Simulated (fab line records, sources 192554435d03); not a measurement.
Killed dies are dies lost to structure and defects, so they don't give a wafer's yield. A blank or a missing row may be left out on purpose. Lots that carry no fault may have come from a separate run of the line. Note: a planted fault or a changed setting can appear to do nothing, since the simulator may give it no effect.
fab line records    flow n5_finfet
record lots=24  wafers=72  last_day=18
route steps=1938 shown BEOL_M7@1316 BEOL_M8@1332
lots with no fault: from the same line, run without faults
start_h: the number of hours between the record's first day and the start of the first shown wafer of the lot    wait_h: hours elapsed since this lot's preceding step    " identical to the entry in the row above    L1.1+2: a row that stands for several wafers    - value missing, or start not given    * or withheld: withheld    < > ~ a bound
route shown NAME@n: names a module that has steps shown in the file, with the first one's number in the route    usual: mean/standard deviation of fault-free wafers    same: alike in all rows    chamber/n: place in a boat    sites: per-site readings    _std_site: their standard deviation    _edge_site: inner sites' mean taken away from outer sites' mean    radius_mm: how far each site lies from the wafer's centre    mask NAME#n: copy n    behind: the tool/chamber that last shaped the wafer    hold: the reason the lot was held/the length of the hold in hours/how it ended    device: transistor that didn't switch, given as n, p or np    end of line: at the end of the route, the tests of the same wafers    step lacking rows: just its recipe    killed: dies lost to structure and defects at the first sort, not the wafer's yield    map: a wafer's dies, x killed, . not, _ none there
set.NAME: setting as actually run; set.NAME@STEP: the setting as run at that earlier step    model.NAME: the simulator's own value behind a step, which no gauge read
route steps across a sampled set of lots; one table per step, one row per wafer
services: the hour from which a tool's chamber was out of use, counted from the record's first day as start_h (under 0 if before that day), plus the number of hours and why
## steps
# step N5_BEOL_M7_CD_MEAS_35
# recipe target_cd_nm=40  polarity=opening
# usual cd_nm=39.9/0.61
lot.wafer  tool       chamber  start_h  wait_h  cd_nm
L075.1     cd_sem-02  -        190.76   0.0     38.7
L075.5     "          -        "        "       40.1
L075.6     "          -        "        "       38.7
L074.2     cd_sem-03  -        195.46   0.0     39.1
L074.5     "          -        "        "       39.9
L074.6     "          -        "        "       39.1
L076.1     cd_sem-02  -        200.73   0.0     39.3
L076.4     "          -        "        "       39.7
L076.5     "          -        "        "       40.3
L077.1     cd_sem-01  -        207.13   0.0     39.6
L077.2     "          -        "        "       40.1
L077.5     "          -        "        "       40.0
L078.1     cd_sem-01  -        217.02   0.0     39.6
L078.2     "          -        "        "       39.4
L078.4     "          -        "        "       39.4
L079.2     cd_sem-03  -        218.20   0.0     41.0
L079.4     "          -        "        "       40.7
L079.5     "          -        "        "       39.7
L081.2     cd_sem-01  -        252.16   0.0     40.5
L081.4     "          -        "        "       40.1
L081.5     "          -        "        "       40.9
L080.4     cd_sem-01  -        252.47   0.0     40.6
L080.5     "          -        "        "       40.4
L080.6     "          -        "        "       40.5
L082.1     cd_sem-03  -        254.11   0.0     40.4
L082.4     "          -        "        "       40.0
L082.5     "          -        "        "       39.8
L084.2     cd_sem-03  -        261.35   0.0     39.6
L084.3     "          -        "        "       39.6
L084.4     "          -        "        "       37.6
L085.1     cd_sem-03  -        268.05   0.0     40.9
L085.2     "          -        "        "       41.3
L085.4     "          -        "        "       40.0
L083.2     cd_sem-01  -        268.67   0.0     40.2
L083.5     "          -        "        "       39.8
L083.6     "          -        "        "       39.4
L086.2     cd_sem-01  -        275.34   0.0     39.0
L086.3     "          -        "        "       40.1
L086.6     "          -        "        "       40.5
L088.3     cd_sem-03  -        278.45   0.0     39.5
L088.4     "          -        "        "       39.7
L088.6     "          -        "        "       40.0
L087.1     cd_sem-02  -        281.08   0.0     39.6
L087.3     "          -        "        "       39.6
L087.4     "          -        "        "       40.6
L089.1     cd_sem-03  -        283.16   0.0     39.6
L089.2     "          -        "        "       38.9
L089.3     "          -        "        "       39.8
L091.2     cd_sem-01  -        286.76   0.0     39.8
L091.4     "          -        "        "       39.9
L091.6     "          -        "        "       39.8
L090.1     cd_sem-03  -        289.74   0.0     40.2
L090.2     "          -        "        "       40.0
L090.5     "          -        "        "       40.1
L092.2     cd_sem-02  -        306.65   0.0     40.6
L092.3     "          -        "        "       39.9
L092.6     "          -        "        "       40.2
L093.1     cd_sem-03  -        314.91   0.0     39.3
L093.2     "          -        "        "       40.5
L093.5     "          -        "        "       39.2
L094.1     cd_sem-03  -        315.38   0.0     38.9
L094.4     "          -        "        "       39.8
L094.6     "          -        "        "       39.9
L095.2     cd_sem-01  -        338.89   0.0     40.2
L095.4     "          -        "        "       40.3
L095.5     "          -        "        "       40.6
L096.1     cd_sem-02  -        342.26   0.0     39.9
L096.4     "          -        "        "       39.8
L096.5     "          -        "        "       41.5
L097.3     cd_sem-03  -        346.24   0.0     40.5
L097.4     "          -        "        "       39.9
L097.5     "          -        "        "       40.7
# step N5_BEOL_M7_PRE_CLEAN_45
# recipe gas=H2/He  time_s=30  temp_c=250
# usual heater_power_w=323/22
lot.wafer  tool            chamber  start_h  wait_h  heater_power_w
L075.1     pvd_sputter-02  -        191.39   0.0     327
L075.5     "               -        "        "       336
L075.6     "               -        "        "       316
L074.2     pvd_sputter-01  -        196.21   0.0     296
L074.5     "               -        "        "       339
L074.6     "               -        "        "       268
L076.1     pvd_sputter-03  -        202.49   0.0     357
L076.4     "               -        "        "       340
L076.5     "               -        "        "       345
L077.1     pvd_sputter-01  -        207.95   0.0     330
L077.2     "               -        "        "       275
L077.5     "               -        "        "       279
L078.1     pvd_sputter-03  -        218.12   0.0     347
L078.2     "               -        "        "       323
L078.4     "               -        "        "       324
L079.2     pvd_sputter-03  -        219.38   0.0     315
L079.4     "               -        "        "       329
L079.5     "               -        "        "       329
L081.2     pvd_sputter-01  -        253.10   0.0     300
L081.4     "               -        "        "       276
L081.5     "               -        "        "       298
L080.4     pvd_sputter-01  -        253.18   0.0     353
L080.5     "               -        "        "       277
L080.6     "               -        "        "       338
L082.1     pvd_sputter-02  -        254.93   0.0     313
L082.4     "               -        "        "       325
L082.5     "               -        "        "       317
L084.2     pvd_sputter-02  -        263.37   0.0     333
L084.3     "               -        "        "       344
L084.4     "               -        "        "       314
L085.1     pvd_sputter-03  -        268.67   0.0     327
L085.2     "               -        "        "       350
L085.4     "               -        "        "       323
L083.2     pvd_sputter-03  -        269.09   0.0     338
L083.5     "               -        "        "       333
L083.6     "               -        "        "       358
L086.2     pvd_sputter-01  -        276.04   0.0     300
L086.3     "               -        "        "       274
L086.6     "               -        "        "       346
L088.3     pvd_sputter-03  -        278.85   0.0     336
L088.4     "               -        "        "       326
L088.6     "               -        "        "       330
L087.1     pvd_sputter-03  -        281.50   0.0     326
L087.3     "               -        "        "       344
L087.4     "               -        "        "       352
L089.1     pvd_sputter-01  -        284.74   0.0     299
L089.2     "               -        "        "       298
L089.3     "               -        "        "       267
L091.2     pvd_sputter-03  -        288.10   0.0     337
L091.4     "               -        "        "       321
L091.6     "               -        "        "       332
L090.1     pvd_sputter-03  -        292.25   0.0     322
L090.2     "               -        "        "       328
L090.5     "               -        "        "       327
L092.2     pvd_sputter-03  -        307.39   0.0     321
L092.3     "               -        "        "       356
L092.6     "               -        "        "       343
L093.1     pvd_sputter-02  -        315.33   0.0     325
L093.2     "               -        "        "       337
L093.5     "               -        "        "       332
L094.1     pvd_sputter-01  -        317.04   0.0     297
L094.4     "               -        "        "       280
L094.6     "               -        "        "       275
L095.2     pvd_sputter-03  -        339.60   0.0     322
L095.4     "               -        "        "       344
L095.5     "               -        "        "       328
L096.1     pvd_sputter-01  -        343.19   0.0     297
L096.4     "               -        "        "       270
L096.5     "               -        "        "       299
L097.3     pvd_sputter-02  -        348.42   0.0     346
L097.4     "               -        "        "       322
L097.5     "               -        "        "       328
# step N5_BEOL_M7_ALD_77
# recipe material=TaN  target_thk_a=20  temp_c=275  ald_precursor_family=PDMAT  ald_co_reactant=NH3  pressure_torr=3  carrier_flow_sccm=1500  pulse_time_s=2  purge_time_s=3  co_reactant_purge_time_s=2  co_reactant_pulse_time_s=3  ald_cycles=40  precursor_vessel_temp_c=75  precursor_vessel_pressure_torr=26.25  precursor_vessel_carrier_sccm=1000
# usual heater_power_outer_w=226/18  heater_power_w=414/35  precursor_vessel_temp_c=75.02/0.12
# same co_reactant_pulse_time_s=3
lot.wafer  tool          chamber  start_h  wait_h  heater_power_outer_w  heater_power_w  precursor_vessel_temp_c
L075.1     ald_metal-02  2        191.68   0.3     228                   443             75.15
L075.5     "             2        "        "       224                   430             74.85
L075.6     "             1        "        "       240                   419             75.06
L074.2     ald_metal-02  1        196.27   0.0     240                   396             75.16
L074.5     "             3        "        "       199                   360             75.09
L074.6     "             2        "        "       219                   433             74.91
L076.1     ald_metal-02  2        202.63   0.1     221                   434             74.88
L076.4     "             3        "        "       201                   361             74.92
L076.5     "             2        "        "       217                   461             74.93
L077.1     ald_metal-02  3        208.01   0.0     200                   357             74.98
L077.2     "             2        "        "       224                   443             74.93
L077.5     "             1        "        "       241                   408             75.10
L078.1     ald_metal-02  1        218.18   0.0     238                   410             75.14
L078.2     "             3        "        "       197                   362             75.01
L078.4     "             3        "        "       192                   360             75.06
L079.2     ald_metal-03  3        219.44   0.0     238                   442             74.89
L079.4     "             1        "        "       241                   403             74.99
L079.5     "             1        "        "       246                   408             75.11
L081.2     ald_metal-01  0        253.18   0.1     236                   490             75.18
L081.4     "             3        "        "       253                   440             75.17
L081.5     "             0        "        "       243                   474             74.96
L080.4     ald_metal-03  2        253.26   0.1     256                   442             75.19
L080.5     "             3        "        "       233                   449             74.98
L080.6     "             2        "        "       257                   431             75.05
L082.1     ald_metal-02  2        255.01   0.1     220                   434             75.12
L082.4     "             1        "        "       233                   432             74.99
L082.5     "             3        "        "       193                   358             75.12
L084.2     ald_metal-02  3        263.45   0.1     199                   354             74.94
L084.3     "             1        "        "       234                   426             74.84
L084.4     "             1        "        "       238                   424             75.03
L085.1     ald_metal-01  1        268.73   0.0     224                   392             74.87
L085.2     "             0        "        "       234                   473             75.05
L085.4     "             3        "        "       247                   455             74.88
L083.2     ald_metal-03  1        269.17   0.1     249                   393             75.05
L083.5     "             1        "        "       244                   399             75.12
L083.6     "             2        "        "       247                   440             74.87
L086.2     ald_metal-03  1        276.10   0.0     245                   403             74.86
L086.3     "             2        "        "       254                   430             75.03
L086.6     "             3        "        "       232                   455             75.08
L088.3     ald_metal-01  2        278.99   0.1     213                   410             75.19
L088.4     "             3        "        "       246                   450             74.78
L088.6     "             1        "        "       222                   391             75.07
L087.1     ald_metal-02  2        281.57   0.1     222                   434             75.13
L087.3     "             1        "        "       238                   413             74.84
L087.4     "             3        "        "       199                   361             75.06
L089.1     ald_metal-03  3        284.80   0.0     236                   453             75.11
L089.2     "             2        "        "       255                   437             74.88
L089.3     "             0        "        "       217                   376             75.13
L091.2     ald_metal-02  2        288.16   0.0     219                   444             75.00
L091.4     "             3        "        "       197                   362             75.04
L091.6     "             2        "        "       219                   442             75.00
L090.1     ald_metal-03  1        292.33   0.1     244                   402             75.17
L090.2     "             0        "        "       217                   374             74.91
L090.5     "             3        "        "       226                   457             75.11
L092.2     ald_metal-02  3        307.45   0.0     198                   372             74.93
L092.3     "             1        "        "       234                   422             75.08
L092.6     "             3        "        "       200                   375             74.91
L093.1     ald_metal-02  2        315.39   0.0     221                   439             75.00
L093.2     "             1        "        "       243                   421             75.12
L093.5     "             2        "        "       220                   463             75.20
L094.1     ald_metal-02  2        317.10   0.0     218                   447             75.03
L094.4     "             2        "        "       224                   429             75.05
L094.6     "             3        "        "       202                   353             75.05
L095.2     ald_metal-02  1        339.72   0.1     241                   420             75.10
L095.4     "             3        "        "       198                   351             75.29
L095.5     "             1        "        "       241                   415             75.17
L096.1     ald_metal-02  3        343.25   0.0     200                   357             75.05
L096.4     "             2        "        "       217                   451             74.76
L096.5     "             1        "        "       236                   421             74.97
L097.3     ald_metal-02  1        348.49   0.0     229                   420             74.99
L097.4     "             3        "        "       200                   358             74.96
L097.5     "             2        "        "       227                   441             75.17
# step N5_BEOL_M7_RS_MEAS_57
# recipe thk_meas_gauge=four-point-probe  reads=Cu_of_BEOL_M7_ECD_50+Co_of_BEOL_M7_CVD_78+TaN_of_BEOL_M7_ALD_77
# usual M7_RS=0.290/0.0065
lot.wafer  tool           chamber  start_h  wait_h  M7_RS[ohm/sq]
L075.1     film_metro-02  -        194.36   0.1     0.288
L075.5     "              -        "        "       0.294
L075.6     "              -        "        "       0.291
L074.2     film_metro-01  -        198.19   0.1     0.287
L074.5     "              -        "        "       0.295
L074.6     "              -        "        "       0.295
L076.1     film_metro-01  -        204.34   0.1     0.294
L076.4     "              -        "        "       0.290
L076.5     "              -        "        "       0.285
L077.1     film_metro-02  -        210.27   0.1     0.286
L077.2     "              -        "        "       0.304
L077.5     "              -        "        "       0.292
L078.1     film_metro-01  -        221.38   0.1     0.289
L078.2     "              -        "        "       0.285
L078.4     "              -        "        "       0.289
L079.2     film_metro-02  -        222.64   0.1     0.281
L079.4     "              -        "        "       0.293
L079.5     "              -        "        "       0.292
L080.4     film_metro-02  -        254.98   0.0     0.293
L080.5     "              -        "        "       0.298
L080.6     "              -        "        "       0.287
L081.2     film_metro-02  -        256.14   0.1     0.299
L081.4     "              -        "        "       0.291
L081.5     "              -        "        "       0.291
L082.1     film_metro-02  -        258.80   0.1     0.284
L082.4     "              -        "        "       0.287
L082.5     "              -        "        "       0.283
L084.2     film_metro-01  -        268.80   0.1     0.291
L084.3     "              -        "        "       0.301
L084.4     "              -        "        "       0.281
L085.1     film_metro-01  -        273.33   0.1     0.289
L085.2     "              -        "        "       0.286
L085.4     "              -        "        "       0.291
L083.2     film_metro-01  -        273.62   0.1     0.285
L083.5     "              -        "        "       0.289
L083.6     "              -        "        "       0.282
L086.2     film_metro-02  -        277.75   0.1     0.291
L086.3     "              -        "        "       0.294
L086.6     "              -        "        "       0.299
L088.3     film_metro-01  -        282.03   0.1     0.296
L088.4     "              -        "        "       0.295
L088.6     "              -        "        "       0.287
L087.1     film_metro-01  -        283.72   0.1     0.290
L087.3     "              -        "        "       0.287
L087.4     "              -        "        "       0.293
L089.1     film_metro-02  -        286.65   0.1     0.300
L089.2     "              -        "        "       0.286
L089.3     "              -        "        "       0.282
L091.2     film_metro-02  -        290.37   0.1     0.282
L091.4     "              -        "        "       0.294
L091.6     "              -        "        "       0.292
L090.1     film_metro-02  -        293.82   0.1     0.296
L090.2     "              -        "        "       0.284
L090.5     "              -        "        "       0.294
L092.2     film_metro-01  -        309.27   0.1     0.287
L092.3     "              -        "        "       0.287
L092.6     "              -        "        "       0.291
L093.1     film_metro-01  -        317.05   0.1     0.283
L093.2     "              -        "        "       0.288
L093.5     "              -        "        "       0.274
L094.1     film_metro-02  -        318.92   0.1     0.282
L094.4     "              -        "        "       0.274
L094.6     "              -        "        "       0.281
L095.2     film_metro-02  -        341.88   0.1     0.285
L095.4     "              -        "        "       0.284
L095.5     "              -        "        "       0.282
L096.1     film_metro-01  -        346.62   0.1     0.296
L096.4     "              -        "        "       0.287
L096.5     "              -        "        "       0.291
L097.3     film_metro-02  -        350.15   0.1     0.284
L097.4     "              -        "        "       0.279
L097.5     "              -        "        "       0.282
# step N5_BEOL_M8_ILD_DEP_00
# recipe material=SiCOH_lowk  target_thk_a=1797.5  temp_c=300  precursor=DEMS/porogen  pressure_torr=5  rf_w=500  time_s=33.4
# usual heater_power_outer_w=150/36  heater_power_w=313/45  showerhead_plenum_p_Torr=5.728/0.015  throttle_valve_pct=13.9/0.69
lot.wafer  tool      chamber  start_h  wait_h  heater_power_outer_w  heater_power_w  showerhead_plenum_p_Torr  throttle_valve_pct
L075.1     pecvd-01  1        194.42   0.0     174                   341             5.713                     13.8
L075.5     "         1        "        "       181                   340             5.726                     13.6
L075.6     "         2        "        "       165                   340             5.714                     12.7
L074.2     pecvd-04  0        198.25   0.0     89                    232             5.719                     14.8
L074.5     "         0        "        "       94                    239             5.715                     14.6
L074.6     "         2        "        "       154                   349             5.739                     12.9
L076.1     pecvd-04  1        204.41   0.0     160                   353             5.754                     14.2
L076.4     "         1        "        "       161                   356             5.751                     14.1
L076.5     "         2        "        "       126                   302             5.742                     13.0
L077.1     pecvd-04  2        210.33   0.0     174                   356             5.741                     12.9
L077.2     "         0        "        "       67                    202             5.713                     14.7
L077.5     "         0        "        "       71                    205             5.722                     14.7
L078.1     pecvd-01  2        221.44   0.0     176                   360             5.710                     12.9
L078.2     "         1        "        "       146                   310             5.732                     13.4
L078.4     "         0        "        "       139                   310             5.730                     14.6
L079.2     pecvd-01  2        222.70   0.0     180                   365             5.706                     13.2
L079.4     "         2        "        "       124                   294             5.735                     13.2
L079.5     "         0        "        "       156                   338             5.714                     14.5
L080.4     pecvd-04  0        255.06   0.1     95                    243             5.721                     14.6
L080.5     "         2        "        "       136                   309             5.737                     13.0
L080.6     "         1        "        "       117                   292             5.745                     13.9
L081.2     pecvd-03  0        256.21   0.0     106                   249             5.716                     14.2
L081.4     "         2        "        "       219                   367             5.716                     13.1
L081.5     "         1        "        "       129                   245             5.743                     15.2
L082.1     pecvd-01  1        258.86   0.0     161                   312             5.731                     13.7
L082.4     "         0        "        "       141                   323             5.728                     14.3
L082.5     "         1        "        "       160                   329             5.745                     13.7
L084.2     pecvd-01  0        268.87   0.0     122                   290             5.701                     14.2
L084.3     "         2        "        "       150                   325             5.718                     12.8
L084.4     "         1        "        "       164                   324             5.731                     13.8
L085.1     pecvd-04  1        273.40   0.0     135                   307             5.755                     14.1
L085.2     "         2        "        "       173                   368             5.749                     13.1
L085.4     "         1        "        "       136                   315             5.755                     13.9
L083.2     pecvd-01  2        273.68   0.0     169                   352             5.714                     13.1
L083.5     "         0        "        "       138                   313             5.731                     14.3
L083.6     "         2        "        "       175                   351             5.710                     13.1
L086.2     pecvd-04  2        277.81   0.0     172                   359             5.742                     13.0
L086.3     "         0        "        "       104                   245             5.712                     14.9
L086.6     "         2        "        "       176                   372             5.736                     12.9
L088.3     pecvd-03  1        282.09   0.0     160                   301             5.746                     14.9
L088.4     "         0        "        "       117                   258             5.722                     14.0
L088.6     "         1        "        "       169                   301             5.725                     15.1
L087.1     pecvd-03  2        283.79   0.0     251                   387             5.735                     13.3
L087.3     "         1        "        "       171                   308             5.753                     15.0
L087.4     "         1        "        "       168                   303             5.744                     15.4
L089.1     pecvd-03  1        286.72   0.0     169                   306             5.748                     14.9
L089.2     "         0        "        "       98                    240             5.723                     13.8
L089.3     "         2        "        "       187                   327             5.743                     13.2
L091.2     pecvd-01  0        290.43   0.0     158                   336             5.715                     14.4
L091.4     "         2        "        "       142                   313             5.703                     13.3
L091.6     "         0        "        "       156                   344             5.726                     14.6
L090.1     pecvd-01  1        293.88   0.0     165                   338             5.713                     13.7
L090.2     "         2        "        "       166                   348             5.717                     13.3
L090.5     "         1        "        "       174                   331             5.739                     13.7
L092.2     pecvd-01  2        309.33   0.0     180                   375             5.719                     13.2
L092.3     "         1        "        "       169                   328             5.733                     13.5
L092.6     "         2        "        "       176                   371             5.715                     13.2
L093.1     pecvd-03  2        317.22   0.0     242                   386             5.723                     13.6
L093.2     "         0        "        "       110                   267             5.718                     13.9
L093.5     "         2        "        "       239                   403             5.732                     13.4
L094.1     pecvd-01  2        318.98   0.0     174                   357             5.726                     13.0
L094.4     "         1        "        "       160                   319             5.704                     13.7
L094.6     "         2        "        "       182                   372             5.713                     13.2
L095.2     pecvd-04  1        341.94   0.0     151                   340             5.743                     14.3
L095.4     "         1        "        "       154                   332             5.746                     13.8
L095.5     "         0        "        "       103                   256             5.695                     14.9
L096.1     pecvd-01  1        346.68   0.0     177                   345             5.707                     13.6
L096.4     "         2        "        "       176                   353             5.718                     13.4
L096.5     "         1        "        "       124                   272             5.732                     13.8
L097.3     pecvd-03  2        350.21   0.0     254                   404             5.717                     13.2
L097.4     "         2        "        "       244                   405             5.738                     13.4
L097.5     "         1        "        "       122                   239             5.705                     15.1
# step N5_BEOL_M8_HM_DEP_02
# recipe material=TiN  target_thk_a=200  temp_c=25  chamber_pressure_pa=0.49996
# usual throttle_valve_pct=30.0/0.94
lot.wafer  tool            chamber  start_h  wait_h  throttle_valve_pct
L075.1     pvd_sputter-01  -        195.37   0.3     30.0
L075.5     "               -        "        "       29.8
L075.6     "               -        "        "       29.8
L074.2     pvd_sputter-01  -        198.92   0.0     29.8
L074.5     "               -        "        "       30.9
L074.6     "               -        "        "       27.9
L076.1     pvd_sputter-01  -        206.69   1.6     28.2
L076.4     "               -        "        "       29.9
L076.5     "               -        "        "       29.9
L077.1     pvd_sputter-02  -        211.67   0.2     29.7
L077.2     "               -        "        "       30.6
L077.5     "               -        "        "       31.9
L078.1     pvd_sputter-03  -        222.60   0.5     29.8
L078.2     "               -        "        "       29.9
L078.4     "               -        "        "       30.2
L079.2     pvd_sputter-02  -        225.34   2.0     30.9
L079.4     "               -        "        "       29.8
L079.5     "               -        "        "       32.0
L080.4     pvd_sputter-02  -        257.69   2.0     30.8
L080.5     "               -        "        "       32.1
L080.6     "               -        "        "       30.9
L081.2     pvd_sputter-01  -        257.83   0.5     30.1
L081.4     "               -        "        "       30.0
L081.5     "               -        "        "       31.3
L082.1     pvd_sputter-03  -        260.55   1.1     29.6
L082.4     "               -        "        "       30.1
L082.5     "               -        "        "       29.9
L084.2     pvd_sputter-03  -        270.02   0.0     29.6
L084.3     "               -        "        "       30.1
L084.4     "               -        "        "       29.3
L085.1     pvd_sputter-03  -        275.10   1.1     29.9
L085.2     "               -        "        "       29.7
L085.4     "               -        "        "       30.1
L083.2     pvd_sputter-01  -        275.62   0.8     28.3
L083.5     "               -        "        "       28.0
L083.6     "               -        "        "       30.8
L086.2     pvd_sputter-02  -        278.57   0.1     29.8
L086.3     "               -        "        "       31.9
L086.6     "               -        "        "       29.5
L088.3     pvd_sputter-02  -        284.06   0.9     29.7
L088.4     "               -        "        "       29.5
L088.6     "               -        "        "       31.8
L087.1     pvd_sputter-01  -        286.88   1.0     29.8
L087.3     "               -        "        "       27.7
L087.4     "               -        "        "       31.0
L089.1     pvd_sputter-01  -        288.26   0.0     28.1
L089.2     "               -        "        "       30.4
L089.3     "               -        "        "       30.1
L091.2     pvd_sputter-02  -        295.14   1.7     30.9
L091.4     "               -        "        "       31.9
L091.6     "               -        "        "       29.9
L090.1     pvd_sputter-02  -        295.48   0.5     29.4
L090.2     "               -        "        "       31.1
L090.5     "               -        "        "       30.6
L092.2     pvd_sputter-01  -        311.46   0.8     30.2
L092.3     "               -        "        "       30.0
L092.6     "               -        "        "       28.4
L093.1     pvd_sputter-03  -        320.09   2.0     29.6
L093.2     "               -        "        "       29.1
L093.5     "               -        "        "       29.9
L094.1     pvd_sputter-03  -        321.77   1.7     30.0
L094.4     "               -        "        "       30.1
L094.6     "               -        "        "       29.7
L095.2     pvd_sputter-03  -        343.20   0.3     30.2
L095.4     "               -        "        "       29.4
L095.5     "               -        "        "       30.2
L096.1     pvd_sputter-01  -        352.44   2.3     30.8
L096.4     "               -        "        "       30.1
L096.5     "               -        "        "       29.9
L097.3     pvd_sputter-03  -        354.29   1.8     29.7
L097.4     "               -        "        "       29.9
L097.5     "               -        "        "       29.8
## services
tool            chamber  start_h  hours  kind
pvd_sputter-03  -        171.10   11.7   repair
ald_metal-01    -        178.85   1.1    repair
pvd_sputter-01  -        188.53   1.3    repair
pecvd-03        -        191.15   0.3    repair
ald_metal-03    1        191.45   4.2    repair
ald_metal-03    3        192.31   14.3   repair
ald_metal-03    -        200.03   2.8    pm
pecvd-01        0        224.96   5.5    scheduled_down
pecvd-01        2        241.33   7.7    repair
ald_metal-02    -        251.49   0.9    repair
pecvd-03        -        258.74   2.8    pm
ald_metal-02    1        282.94   -      calibration
ald_metal-02    2        290.12   3.1    repair
pecvd-04        0        291.15   4.5    repair
pvd_sputter-01  -        291.75   1.0    repair
pecvd-01        1        296.35   2.1    scheduled_down
pecvd-01        -        302.76   6.0    pm
ald_metal-01    -        322.67   0.7    repair
## key
fault none
